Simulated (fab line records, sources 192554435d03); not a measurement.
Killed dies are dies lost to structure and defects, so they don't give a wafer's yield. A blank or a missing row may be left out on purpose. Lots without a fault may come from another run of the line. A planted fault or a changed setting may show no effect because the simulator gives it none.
Which tool did it? | flow n5_finfet | 24 lots, 72 wafers sampled, at 6 steps of a route of 1938

WHAT THE GAUGES READ, wafer by wafer
N5_BEOL_M5_OVL_MEAS_29.
lot  | measured     | on         | V4_OVL (nm)
L074 | day 8 17:25  | overlay-02 | -0.3 -0.7 -0.8
L075 | day 9 03:29  | overlay-01 | -0.1 0.8 2.0
L076 | day 9 03:41  | overlay-01 | 0.5 -0.1 0.5
L079 | day 9 22:04  | overlay-02 | -0.7 -1.5 -0.4
L077 | day 9 23:10  | overlay-01 | -0.3 -0.3 -1.2
L078 | day 10 02:08 | overlay-01 | 0.1 0.5 0.3
L080 | day 10 22:24 | overlay-01 | -1.3 -0.6 -1.5
L082 | day 11 04:44 | overlay-01 | -0.5 0.2 0.2
L081 | day 11 04:34 | overlay-01 | -0.2 0.5 0.2
L084 | day 11 12:21 | overlay-01 | 0.2 -0.5 0.2
L086 | day 11 15:43 | overlay-02 | -0.2 -1.0 0.4
L085 | day 12 09:44 | overlay-02 | 0.7 0.3 0.4
L083 | day 12 09:47 | overlay-01 | -0.9 -0.9 -0.4
L088 | day 12 12:38 | overlay-01 | 0.5 0.3 -0.3
L087 | day 12 16:09 | overlay-01 | 0.7 0.3 0.7
L090 | day 12 22:42 | overlay-01 | 0.3 0.4 0.2
L089 | day 12 22:31 | overlay-01 | 0.6 1.3 1.8
L092 | day 13 19:00 | overlay-02 | 0.1 -0.2 -1.0
L091 | day 13 19:11 | overlay-02 | 0.3 -1.8 -0.4
L093 | day 13 21:17 | overlay-01 | -1.8 -1.6 -1.3
L094 | day 14 00:53 | overlay-02 | 0.0 -0.1 -0.4
L095 | day 14 07:08 | overlay-01 | -0.9 -0.5 -1.1
L096 | day 15 02:49 | overlay-02 | 1.2 1.4 1.2
L097 | day 15 07:02 | overlay-01 | -0.7 -1.2 -0.8

N5_BEOL_M5_INSPECT_30: inspects for defects (brightfield).
lot  | measured     | on                | raw_defect_count
L074 | day 8 17:29  | defect_inspect-01 | 261 410 421
L075 | day 9 03:32  | defect_inspect-01 | 633 673 538
L076 | day 9 03:44  | defect_inspect-01 | 373 365 405
L079 | day 9 22:07  | defect_inspect-02 | 525 467 510
L077 | day 9 23:13  | defect_inspect-01 | 460 372 318
L078 | day 10 02:11 | defect_inspect-01 | 358 421 516
L080 | day 10 22:28 | defect_inspect-02 | 388 363 381
L082 | day 11 04:48 | defect_inspect-01 | 380 503 438
L081 | day 11 04:37 | defect_inspect-01 | 264 381 474
L084 | day 11 12:24 | defect_inspect-01 | 393 385 361
L086 | day 11 15:46 | defect_inspect-01 | 324 299 406
L085 | day 12 09:48 | defect_inspect-01 | 367 520 325
L083 | day 12 09:51 | defect_inspect-01 | 470 628 376
L088 | day 12 12:42 | defect_inspect-02 | 391 367 634
L087 | day 12 16:13 | defect_inspect-01 | 316 255 387
L090 | day 12 22:46 | defect_inspect-01 | 367 295 454
L089 | day 12 22:35 | defect_inspect-02 | 422 345 459
L092 | day 13 19:04 | defect_inspect-01 | 391 250 256
L091 | day 13 19:13 | defect_inspect-01 | 418 288 594
L093 | day 13 21:20 | defect_inspect-02 | 483 462 425
L094 | day 14 00:57 | defect_inspect-02 | 494 448 367
L095 | day 14 07:12 | defect_inspect-01 | 346 239 332
L096 | day 15 02:52 | defect_inspect-01 | 572 424 430
L097 | day 15 07:05 | defect_inspect-01 | 378 475 398

N5_BEOL_M6_CD_MEAS_11: target cd 38.5 nm.
lot  | measured     | on        | cd_nm (nm)
L074 | day 9 03:41  | cd_sem-03 | 39.2 39.8 39.4
L075 | day 9 12:37  | cd_sem-02 | 38.9 38.8 39.2
L076 | day 9 13:56  | cd_sem-03 | 38.5 38.3 38.5
L079 | day 10 06:52 | cd_sem-03 | 38.9 38.6 38.6
L077 | day 10 10:06 | cd_sem-03 | 38.3 37.9 38.4
L078 | day 10 18:01 | cd_sem-02 | 38.4 38.6 38.2
L080 | day 11 09:15 | cd_sem-02 | 38.2 38.4 39.0
L082 | day 11 14:19 | cd_sem-01 | 38.3 38.5 38.0
L081 | day 11 19:29 | cd_sem-01 | 38.6 38.4 38.8
L084 | day 11 22:17 | cd_sem-02 | 37.7 38.7 38.3
L086 | day 12 02:47 | cd_sem-03 | 39.4 39.0 38.7
L085 | day 12 23:21 | cd_sem-02 | 38.6 38.3 38.1
L083 | day 12 23:31 | cd_sem-01 | 38.3 38.6 38.7
L088 | day 12 23:52 | cd_sem-02 | 38.8 38.4 38.3
L087 | day 13 05:25 | cd_sem-03 | 38.8 39.1 38.5
L090 | day 13 08:50 | cd_sem-03 | 39.2 38.6 39.0
L089 | day 13 08:35 | cd_sem-02 | 38.8 38.4 39.1
L092 | day 14 05:53 | cd_sem-02 | 38.7 38.3 38.8
L091 | day 14 06:12 | cd_sem-01 | 37.7 38.5 38.7
L093 | day 14 07:46 | cd_sem-01 | 37.8 37.9 38.0
L094 | day 14 11:07 | cd_sem-01 | 39.4 39.9 39.3
L095 | day 14 17:26 | cd_sem-01 | 38.2 38.4 38.4
L096 | day 15 15:16 | cd_sem-01 | 38.6 38.1 37.8
L097 | day 15 18:58 | cd_sem-01 | 38.1 38.6 37.8

WHICH TOOL RAN EACH LOT (tool, then ch and the chambers of the sampled wafers, then the start)
lot  | N5_BEOL_M5_STRIP_19                | N5_BEOL_M5_SURFACE_TREAT_87  | N5_BEOL_M6_CURE_74
L074 | rie_diel-03 ch 0,2,3, day 8 16:44  | pvd_sputter-02, day 8 20:29  | uv_cure-03 ch 0, day 9 02:17
L075 | rie_diel-06 ch 0,1,3, day 8 21:31  | pvd_sputter-03, day 9 05:05  | uv_cure-03 ch 0, day 9 10:59
L076 | rie_diel-03 ch 0,1,2, day 8 22:54  | pvd_sputter-03, day 9 05:14  | uv_cure-03 ch 2, day 9 12:19
L079 | rie_diel-01 ch 1,2,3, day 9 19:23  | pvd_sputter-02, day 9 23:43  | uv_cure-02 ch 1, day 10 05:39
L077 | rie_diel-03 ch 0,2,3, day 9 22:41  | pvd_sputter-03, day 10 01:10 | uv_cure-03 ch 0, day 10 07:40
L078 | rie_diel-06 ch 0,3, day 10 00:25   | pvd_sputter-01, day 10 04:23 | uv_cure-02 ch 0, day 10 13:51
L080 | rie_diel-06 ch 1,2,3, day 10 19:13 | pvd_sputter-01, day 11 00:17 | uv_cure-02 ch 0, day 11 06:09
L082 | rie_diel-06 ch 2,3, day 11 03:07   | pvd_sputter-02, day 11 06:45 | uv_cure-01 ch 1, day 11 13:02
L081 | rie_diel-06 ch 0,1,3, day 11 03:47 | pvd_sputter-03, day 11 07:53 | uv_cure-02 ch 0, day 11 18:18
L084 | rie_diel-01 ch 0,1,3, day 11 11:43 | pvd_sputter-02, day 11 13:53 | uv_cure-02 ch 1, day 11 19:41
L086 | rie_diel-06 ch 2,3, day 11 12:25   | pvd_sputter-03, day 11 18:35 | uv_cure-02 ch 0, day 12 00:22
L085 | rie_diel-06 ch 0,1,3, day 12 07:03 | pvd_sputter-01, day 12 12:31 | uv_cure-01 ch 1, day 12 18:19
L083 | rie_diel-06 ch 0,1,3, day 12 07:21 | pvd_sputter-03, day 12 13:10 | uv_cure-03 ch 0, day 12 18:59
L088 | rie_diel-03 ch 1,2, day 12 11:21   | pvd_sputter-02, day 12 16:55 | uv_cure-02 ch 1, day 12 22:46
L087 | rie_diel-03 ch 0,1,2, day 12 14:34 | pvd_sputter-03, day 12 17:49 | uv_cure-01 ch 1, day 13 00:06
L090 | rie_diel-06 ch 2,3, day 12 17:46   | pvd_sputter-03, day 13 00:17 | uv_cure-01 ch 1, day 13 06:11
L089 | rie_diel-03 ch 0,1,2, day 12 18:16 | pvd_sputter-02, day 13 00:09 | uv_cure-02 ch 2, day 13 05:55
L092 | rie_diel-03 ch 2,3, day 13 17:34   | pvd_sputter-03, day 13 20:39 | uv_cure-01 ch 2, day 14 02:26
L091 | rie_diel-06 ch 0,1, day 13 18:20   | pvd_sputter-02, day 13 21:16 | uv_cure-01 ch 0, day 14 03:21
L093 | rie_diel-06 ch 0,1, day 13 20:50   | pvd_sputter-02, day 14 00:28 | uv_cure-01 ch 0, day 14 06:27
L094 | rie_diel-06 ch 0,1,3, day 13 21:08 | pvd_sputter-03, day 14 02:52 | uv_cure-02 ch 0, day 14 09:17
L095 | rie_diel-01 ch 1,3, day 14 06:35   | pvd_sputter-01, day 14 08:41 | uv_cure-01 ch 0, day 14 15:09
L096 | rie_diel-01 ch 0,2,3, day 15 00:19 | pvd_sputter-01, day 15 04:22 | uv_cure-02 ch 2, day 15 10:34
L097 | rie_diel-03 ch 1,2,3, day 15 03:47 | pvd_sputter-01, day 15 09:12 | uv_cure-01 ch 2, day 15 15:34
- N5_BEOL_M5_STRIP_19: strips in O2.
- N5_BEOL_M5_SURFACE_TREAT_87
- N5_BEOL_M6_CURE_74: cures SiCOH lowk, time 240 s.

WHAT THE TOOLS THEMSELVES READ (means of the sampled wafers that have a number; where no wafer has one, the mark that the record gives instead)
N5_BEOL_M5_STRIP_19.
lot  | tool        | drypump_motor_current_A (A) | oes_product_au (a.u.) | rf_vpp_V (V) | showerhead_plenum_p_Torr (Torr) | throttle_valve_pct (%)
L074 | rie_diel-03 | 5.5                         | 0.72                  | 3.8          | 2.08                            | 16.90
L075 | rie_diel-06 | 5.5                         | 0.83                  | 3.7          | 2.09                            | 16.48
L076 | rie_diel-03 | 5.4                         | 0.74                  | 4.1          | 2.03                            | 16.71
L079 | rie_diel-01 | 5.7                         | 0.72                  | 3.5          | 2.08                            | 16.67
L077 | rie_diel-03 | 5.5                         | 0.71                  | 4.5          | 2.08                            | 16.92
L078 | rie_diel-06 | 5.3                         | 0.82                  | 4.4          | 2.08                            | 16.50
L080 | rie_diel-06 | 5.7                         | 0.79                  | 3.4          | 2.10                            | 16.51
L082 | rie_diel-06 | 5.4                         | 0.73                  | 3.6          | 2.05                            | 16.64
L081 | rie_diel-06 | 5.5                         | 0.81                  | 4.1          | 2.08                            | 16.52
L084 | rie_diel-01 | 5.5                         | 0.74                  | 3.6          | 2.10                            | 16.68
L086 | rie_diel-06 | 5.7                         | 0.75                  | 3.8          | 2.12                            | 16.54
L085 | rie_diel-06 | 5.5                         | 0.80                  | 3.3          | 2.08                            | 16.52
L083 | rie_diel-06 | 5.5                         | 0.80                  | 4.0          | 2.08                            | 16.53
L088 | rie_diel-03 | 5.3                         | 0.72                  | 3.6          | 2.03                            | 16.96
L087 | rie_diel-03 | 5.4                         | 0.72                  | 3.4          | 2.02                            | 16.76
L090 | rie_diel-06 | 5.4                         | 0.72                  | 3.9          | 2.05                            | 16.66
L089 | rie_diel-03 | 5.4                         | 0.72                  | 3.2          | 2.02                            | 16.76
L092 | rie_diel-03 | 5.4                         | 0.79                  | 3.8          | 2.08                            | 17.00
L091 | rie_diel-06 | 5.7                         | 0.84                  | 3.8          | 2.12                            | 16.43
L093 | rie_diel-06 | 5.8                         | 0.85                  | 3.4          | 2.12                            | 16.41
L094 | rie_diel-06 | 5.5                         | 0.79                  | 4.1          | 2.08                            | 16.55
L095 | rie_diel-01 | 5.6                         | 0.71                  | 3.7          | 2.05                            | 16.56
L096 | rie_diel-01 | 5.5                         | 0.82                  | 3.8          | 2.06                            | 16.59
L097 | rie_diel-03 | 5.4                         | 0.78                  | 4.0          | 2.02                            | 16.78

N5_BEOL_M6_CURE_74.
lot  | tool       | lamp_power_pct (%) | wafer_temp_C_max
L074 | uv_cure-03 | 52.32              | 386.4
L075 | uv_cure-03 | 52.32              | 386.6
L076 | uv_cure-03 | 52.39              | 387.6
L079 | uv_cure-02 | 52.33              | 386.5
L077 | uv_cure-03 | 52.28              | 386.4
L078 | uv_cure-02 | 52.29              | 385.9
L080 | uv_cure-02 | 52.29              | 385.9
L082 | uv_cure-01 | 52.31              | 387.8
L081 | uv_cure-02 | 52.36              | 386.4
L084 | uv_cure-02 | 52.27              | 386.6
L086 | uv_cure-02 | 52.29              | 386.3
L085 | uv_cure-01 | 52.31              | 387.5
L083 | uv_cure-03 | 52.30              | 386.9
L088 | uv_cure-02 | 52.32              | 385.9
L087 | uv_cure-01 | 52.34              | 387.7
L090 | uv_cure-01 | 52.30              | 387.3
L089 | uv_cure-02 | 52.29              | 387.5
L092 | uv_cure-01 | 52.29              | 386.1
L091 | uv_cure-01 | 52.32              | 386.6
L093 | uv_cure-01 | 52.28              | 386.7
L094 | uv_cure-02 | 52.31              | 386.4
L095 | uv_cure-01 | 52.35              | 386.7
L096 | uv_cure-02 | 52.28              | 387.5
L097 | uv_cure-01 | 52.34              | 386.3

THE ANSWER, worked out from the rows above alone
Rule: what is usual is taken from the lots themselves. Put in order of their means at a reading, lots are off if they are a third of the lots or fewer, leave a main group of 4 or more, and stand apart from it by a gap of 3 or more times the standard deviation of the main group's means; of several such gaps the widest counts. A main group whose means are all the same, to the digits that the tables above print for the reading, isn't used. A lot without any number at a reading at which 4 lots or more have one is off too. The other lots that the step has rows for count as sound. The gauges are gone through in route order, then the tools' own readings, and for those a lot's mean is taken as printed above. The first step at which some lot is off is used, and at that step the reading that is off furthest; a lot without a number counts as furthest.
No lot is off at any reading shown: from this, nothing can be told.

WHAT THE SIMULATOR HAD PUT IN
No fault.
